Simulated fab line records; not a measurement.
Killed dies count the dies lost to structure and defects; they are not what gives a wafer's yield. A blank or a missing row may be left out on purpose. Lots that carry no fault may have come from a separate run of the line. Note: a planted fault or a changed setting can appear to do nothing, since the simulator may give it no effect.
Matching of chambers / flow nand_harc / NHARC_P_CONTACT_ETCH_35 on rie_diel-08: 4 sister chambers
The step etches the open film in CF4, target depth 39 nm, time 65 s. 8 wafers are shown with their chamber, then 8 later ones without.

## WAFERS, EACH WITH ITS CHAMBER
wafer=L076.5; chamber=3; rf_vpp_V (V)=149.6; oes_product_au (a.u.)=0.997
wafer=L079.5; chamber=2; rf_vpp_V (V)=152.2; oes_product_au (a.u.)=0.999
wafer=L084.2; chamber=1; rf_vpp_V (V)=151.1; oes_product_au (a.u.)=1.008
wafer=L084.6; chamber=1; rf_vpp_V (V)=151.3; oes_product_au (a.u.)=1.003
wafer=L088.2; chamber=0; rf_vpp_V (V)=150.3; oes_product_au (a.u.)=1.003
wafer=L088.3; chamber=3; rf_vpp_V (V)=150.6; oes_product_au (a.u.)=1.012
wafer=L088.5; chamber=0; rf_vpp_V (V)=150.0; oes_product_au (a.u.)=1.006
wafer=L090.2; chamber=2; rf_vpp_V (V)=153.3; oes_product_au (a.u.)=0.994

## WAFERS WHOSE CHAMBER IS MISSING
wafer=L090.5; rf_vpp_V (V)=151.1; oes_product_au (a.u.)=0.996
wafer=L090.6; rf_vpp_V (V)=151.4; oes_product_au (a.u.)=1.009
wafer=L092.1; rf_vpp_V (V)=152.7; oes_product_au (a.u.)=1.006
wafer=L092.2; rf_vpp_V (V)=153.1; oes_product_au (a.u.)=0.992
wafer=L092.4; rf_vpp_V (V)=150.5; oes_product_au (a.u.)=1.002
wafer=L094.1; rf_vpp_V (V)=151.0; oes_product_au (a.u.)=1.003
wafer=L094.4; rf_vpp_V (V)=151.0; oes_product_au (a.u.)=1.016
wafer=L094.5; rf_vpp_V (V)=148.4; oes_product_au (a.u.)=1.023

## EACH ONE'S CHAMBER
wafer=L090.5; from the rows above=can't be placed: 1 or 0 or 3 or 2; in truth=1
wafer=L090.6; from the rows above=can't be placed: 1 or 0 or 3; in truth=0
wafer=L092.1; from the rows above=can't be placed: 2 or 1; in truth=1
wafer=L092.2; from the rows above=2; in truth=2
wafer=L092.4; from the rows above=can't be placed: 0 or 3 or 1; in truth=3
wafer=L094.1; from the rows above=can't be placed: 1 or 0 or 3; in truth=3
wafer=L094.4; from the rows above=can't be placed: 1 or 0 or 3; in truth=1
wafer=L094.5; from the rows above=can't be placed: 3 or 0 or 1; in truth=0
Correctly placed: 1 of 8. Unplaceable from these rows: 7, with the true chamber sitting among the candidates in 7. Number placed wrongly: 0.
How it was worked out, from the rows above alone: a wafer's distance from a chamber is the root of the sum, over the readings, of the square of ((its reading less the chamber's mean) divided by the reading's scatter). The wafer belongs to the nearest chamber; if the next one is less than 2 further off, it can't be placed. The mean given for a chamber averages the wafers shown for that chamber. How the scatter is found: for the shown wafers, subtract from each reading the mean of its chamber, square and add these, divide the total by (wafers less chambers), then take the root.
